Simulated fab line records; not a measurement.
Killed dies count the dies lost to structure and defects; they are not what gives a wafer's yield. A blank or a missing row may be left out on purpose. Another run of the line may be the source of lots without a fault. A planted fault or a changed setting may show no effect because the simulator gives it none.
A lot that was struck, set against a sound lot | flow nandHarc | 40 steps out of a route of 1302
Sound: the wafers L963.1, L963.4, L963.6. Wafers L970.2, L970.3, L970.6 were the ones struck. The cause is named last.
At each step with rows: each side's tool, then ch and its chambers, then its first start. Under that, the readings that differ: sound wafers | struck wafers | difference of the means | sigmas: that difference in standard deviations of wafers without a fault.
alike: readings whose means differ by less than 2 such deviations, and words and numbers that are the same on both sides. not compared: withheld readings, readings that some wafer has no value for, bounds like >300 that may hide the same value, and numbers for which the record gives no deviation and whose values overlap.
The two part at a step that has a row with sigmas, a row that says differs or no value, or rows on one side only. Numbers that don't overlap but have no deviation are shown without sigmas and don't part them. Lack of a reading on every wafer of one side parts them only where that side has two or more wafers.

first, 8 steps without rows for these wafers: NHARC_A_BLC_COAT_02 (time 75 s); NHARC_A_BLC_COAT_03 (time 65 s); NHARC_A_BLC_COAT_04 (resist thk 90 nm); NHARC_A_BLC_SOFTBAKE_05 (time 55 s); NHARC_A_BLC_EBR_06; NHARC_A_BLC_EXPOSE_07 (exposes mask A BLC, target cd 100 nm); NHARC_A_BLC_PEB_08 (peb time 65 s); NHARC_A_BLC_DEVELOP_09 (develop time 35 s).
NHARC_A_BLC_CD_MEAS_10: the cd target is 100 nm.
  sound on cdSem-03 ch 0, day 23 09:28; struck on cdSem-02 ch 0, day 26 04:47
  alike: cdNm
NHARC_A_BLC_OVL_MEAS_11:
  sound: overlay-01 at day 23 09:34; struck: overlay-02 at day 26 04:52
reading         | sound       | struck       | difference | sigmas
overlayXNm (nm) | 2.4 2.7 2.0 | 0.0 -0.2 0.1 | -2.4       | -3
  alike: overlayYNm
NHARC_A_BLC_INSPECT_12:
  sound: defectInspect-02 at day 23 09:36; struck: defectInspect-02 at day 26 04:55
  alike: rawDefectCount
then, 1 step without rows for these wafers: NHARC_A_BLC_DESCUM_15 (chemistry O2, time 3 s).
NHARC_A_BLC_ETCH_16: etches the open film in CF4, target depth 39 nm, time 65 s.
  sound on rieDiel-01 ch 1,2,3, day 23 09:45; struck on rieDiel-01 ch 0,1,3, day 26 05:04
  alike: chamberPressureMTorr, drypumpMotorCurrentA, oesProductAu, rfFwdPowerW, rfVppV, showerheadPlenumPTorr, throttleValvePct
  not compared: rfHoursCounterH
NHARC_A_BLC_ETCH_17: etches the open film in N2/H2, target depth 390 nm, time 609.38 s.
  sound on rieDiel-01 ch 0,3; struck on rieDiel-01 ch 2,3
  alike: chamberPressureMTorr, drypumpMotorCurrentA, h2FlowSccm, oesProductAu, rfFwdPowerW, rfVppV, showerheadPlenumPTorr, throttleValvePct
  not compared: rfHoursCounterH
NHARC_A_BLC_ETCH_18: etches the open film in C4F8/O2/Ar, target depth 910 nm.
  sound on rieDiel-01 ch 0,1,3; struck on rieDiel-01 ch 1,2
reading             | sound             | struck            | difference | sigmas
oesProductAu (a.u.) | 0.910 0.931 0.937 | 0.983 0.983 0.968 | +0.052     | +2
  alike: chamberPressureMTorr, rfFwdPowerW, rfVppV
  not compared: rfHoursCounterH
NHARC_A_BLC_CD_MEAS_19:
  sound: cdSem-03 at day 23 10:38; struck: cdSem-02 at day 26 05:56
  alike: cdNm
then, 6 steps without rows for these wafers: NHARC_A_BLC_STRIP_29 (strips in CF4); NHARC_A_BLC_STRIP_21 (strips in O2); NHARC_A_BLC_STRIP_22 (strips in post etch residue remover, time 600 s); NHARC_A_BLC_DEGAS_30 (time 60 s); NHARC_A_BLC_PRE_CLEAN_31 (time 15 s); NHARC_A_BLC_PVD_32 (deposits Ti, target thk 5 nm, time 17.7 s).
NHARC_A_BLC_ALD_23: deposits TiN, target thk 3 nm, pulse time 1 s, ald cycles 150.
  sound on aldMetal-03 ch 1,2, day 23 11:28; struck on aldMetal-03 ch 0,2,3, day 26 06:52
  alike: heaterPowerW, precursorPulseHeightRel
  not compared: sinceWetCleanH
NHARC_A_BLC_CVD_24: deposits W, target thk 150 nm, time 434 s.
  sound on cvdW-01 ch 0,1; struck on cvdW-02 ch 0,1
  alike: heaterPowerW, throttleValvePct
  not compared: sinceWetCleanH
then, 12 steps without rows for these wafers: NHARC_A_BLC_CMP_25 (polishes, t overpolish 30 s, target thk 150 nm); NHARC_A_BLC_SRD_27; NHARC_A_M0_DEP_00 (deposits SiOC, target thk 150 nm); NHARC_A_M0_DEHYDRATE_01 (time 120 s); NHARC_A_M0_HMDS_02 (time 30 s); NHARC_A_M0_COAT_33 (time 65 s); NHARC_A_M0_COAT_03 (resist thk 90 nm); NHARC_A_M0_SOFTBAKE_04 (time 55 s); NHARC_A_M0_EBR_05; NHARC_A_M0_EXPOSE_06 (exposes mask A M0, target cd 80 nm); NHARC_A_M0_PEB_07 (peb time 65 s); NHARC_A_M0_DEVELOP_08 (develop time 35 s).
NHARC_A_M0_CD_MEAS_09: the cd target is 80 nm.
  sound on cdSem-03 ch 0, day 23 13:31; struck on cdSem-03 ch 0, day 26 08:52
  alike: cdNm
NHARC_A_M0_OVL_MEAS_10: pitch 160 nm.
  sound: overlay-01 at day 23 13:37; struck: overlay-02 at day 26 08:57
  alike: overlayXNm, overlayYNm
NHARC_A_M0_DESCUM_14: chemistry O2, time 3 s.
  sound on rieDiel-11 ch 1,2,3, day 23 13:43; struck on rieDiel-11 ch 1,2, day 26 09:03
reading              | sound                | struck               | difference | sigmas
throttleValvePct (%) | 11.325 11.320 11.322 | 11.292 11.297 11.312 | -0.022     | -2
  alike: chamberPressureMTorr, drypumpMotorCurrentA, oesProductAu, rfVppV, showerheadPlenumPTorr
  not compared: rfHoursCounterH
NHARC_END_SORT_01:
  here the record holds rows for the struck wafers (prober-01 ch 0, day 28 06:00) but none for the sound ones

== WHERE THEY PART ==
Last at NHARC_END_SORT_01 as far as this record goes, first at NHARC_A_BLC_OVL_MEAS_11.

WHY: whatever the simulator had introduced
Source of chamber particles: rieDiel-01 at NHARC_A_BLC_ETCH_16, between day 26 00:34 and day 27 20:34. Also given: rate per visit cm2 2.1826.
